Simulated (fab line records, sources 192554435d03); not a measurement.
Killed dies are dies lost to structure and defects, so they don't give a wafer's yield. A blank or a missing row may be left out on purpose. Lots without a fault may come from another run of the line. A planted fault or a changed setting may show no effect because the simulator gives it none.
Chamber matching | flow n5_finfet | N5_GATE_CUT_CMP_43 on cmp-02: 4 sister chambers
The step polishes SiO2. 4 wafers are shown with their chamber, then 8 later ones without.

WAFERS WITH THEIR CHAMBER
wafer  | chamber | motor_current_A (A)
L082.6 | 0       | 10.8
L084.1 | 1       | 11.3
L088.6 | 2       | 11.0
L090.1 | 3       | 13.2

WAFERS WITHOUT THEIR CHAMBER
wafer  | motor_current_A (A)
L090.3 | 10.1
L090.5 | 11.8
L094.1 | 11.6
L094.2 | 10.0
L094.5 | 12.1
L095.1 | 10.7
L095.4 | 11.2
L095.6 | 11.8

WHICH CHAMBER EACH WENT THROUGH
wafer  | from the rows above               | in truth
L090.3 | can't be placed: 0 or 2 or 1      | 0
L090.5 | can't be placed: 1 or 2 or 0 or 3 | 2
L094.1 | can't be placed: 1 or 2 or 0      | 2
L094.2 | can't be placed: 0 or 2 or 1      | 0
L094.5 | can't be placed: 1 or 2 or 3 or 0 | 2
L095.1 | can't be placed: 0 or 2 or 1      | 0
L095.4 | can't be placed: 1 or 2 or 0      | 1
L095.6 | can't be placed: 1 or 2 or 0 or 3 | 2
Placed correctly: 0 of 8. Can't be placed from these rows: 8 (the true chamber is among the candidates in 8). Placed wrongly: 0.
How it was worked out, from the rows above alone: a wafer's distance from a chamber is the root of the sum, over the readings, of the square of ((its reading less the chamber's mean) divided by the reading's scatter). The wafer belongs to the nearest chamber; if the next one is less than 2 further off, it can't be placed. A chamber's mean is the mean of its shown wafers. The scatter: with one shown wafer a chamber, the root of the mean of the squares of how far each hidden wafer lies from its nearest shown one.
